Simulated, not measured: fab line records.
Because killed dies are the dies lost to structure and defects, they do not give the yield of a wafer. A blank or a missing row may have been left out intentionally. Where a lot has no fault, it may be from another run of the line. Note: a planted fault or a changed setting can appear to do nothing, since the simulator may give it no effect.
A lot that was struck, set against a sound lot || flow n5Finfet || 16 steps out of a route of 1938
Sound: these wafers, L210.2, L210.3, L210.5. Wafers L199.1, L199.4, L199.6 were the ones struck. Last of all comes the cause.
At each step with rows: each side's tool, then ch and its chambers, then its first start. Under that, the readings that differ: sound wafers || struck wafers || difference of the means || sigmas: that difference in standard deviations of wafers without a fault.
alike: words and numbers the same on both sides, and readings whose means are apart by under 2 such deviations; not compared: readings that were withheld, readings missing a value for some wafer, numbers with overlapping values and no deviation given by the record, and bounds like >300 which may hide the same value.
Wherever a step has rows on one side only, a row that says differs or no value, or a row with sigmas, the two part there. When numbers do not overlap yet have no deviation, they are printed without sigmas and do not part them. A reading missing from all wafers of one side parts the sides only when that side holds two or more wafers.

N5_WELL_APT_OVL_MEAS_09:
  sound on overlay-01 ch 0, day 5 07:44; struck on overlay-02 ch 0, day 2 13:35
  alike: NWELL_OVL
N5_WELL_APT_INSPECT_10: inspects for defects (macro).
  sound on defectInspect-02 at day 5 07:46; struck on defectInspect-01 at day 2 13:37
  alike: rawDefectCount
N5_WELL_APT_DESCUM_13: chemistry O2, time 7.9 s.
  sound on rieDiel-04 ch 0,1, day 5 07:48; struck on rieDiel-06 ch 1,2, day 2 13:40
  alike: biasPowerW, drypumpMotorCurrentA, oesProductAu, rfVppV, showerheadPlenumPTorr, throttleValvePct
  not compared: rfHoursCounterH
then, 9 steps without rows for these wafers: N5_WELL_APT_IMPLANT_14; N5_WELL_APT_IMPLANT_15; N5_WELL_APT_STRIP_16 (strips in SPM, time 900 s); N5_WELL_APT_HMDS_18 (time 60 s); N5_WELL_APT_COAT_19 (resist thk 950 nm); N5_WELL_APT_EBR_21; N5_WELL_APT_SOFTBAKE_20 (time 60 s); N5_WELL_APT_EXPOSE_22 (exposes mask PWELL, defocus 0 nm, target cd 200 nm); N5_WELL_APT_PEB_23 (peb time 90 s).
N5_WELL_APT_DEVELOP_24: develop time 45 s.
  sound on lithoTrack-05 ch 0, day 5 08:52; struck on lithoTrack-05, day 2 14:36
  no value came back on the struck wafers for chillPlateTempC (C), developTimeS (s), exhaustPa (Pa); on the sound wafers chillPlateTempC (C) reads 23.00 23.20 23.09
{"reading": "model.coat_of_WELL_APT_COAT_19.thkNm (nm)", "sound": "937.5 936.4 940.6", "struck": "946.9 950.6 948", "difference": "+10.3", "sigmas": ""}
then, 1 step without rows for these wafers: N5_WELL_APT_HARDBAKE_29 (time 120 s).
N5_WELL_APT_CD_MEAS_25: the cd target is 200 nm.
  sound on cdSem-01 ch 0, day 5 08:59; struck on cdSem-02 ch 0, day 2 14:43
{"reading": "cdNm (nm)", "sound": "196.1 197.1 196.5", "struck": "- - -", "difference": "no value on the struck wafers", "sigmas": ""}
N5_WELL_APT_OVL_MEAS_26:
  sound on overlay-01 ch 0, day 5 09:01; struck on overlay-01 ch 0, day 2 14:44
{"reading": "PWELL_OVL (nm)", "sound": "-1 11 9", "struck": "- - -", "difference": "no value on the struck wafers", "sigmas": ""}

## WHERE THEY PART
Last at N5_WELL_APT_OVL_MEAS_26 as far as this record goes, first at N5_WELL_APT_DEVELOP_24.

WHY: what had been put in by the simulator
Entire step skipped (lithoTrack-05, N5_WELL_APT_DEVELOP_24), from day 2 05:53 onward. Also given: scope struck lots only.
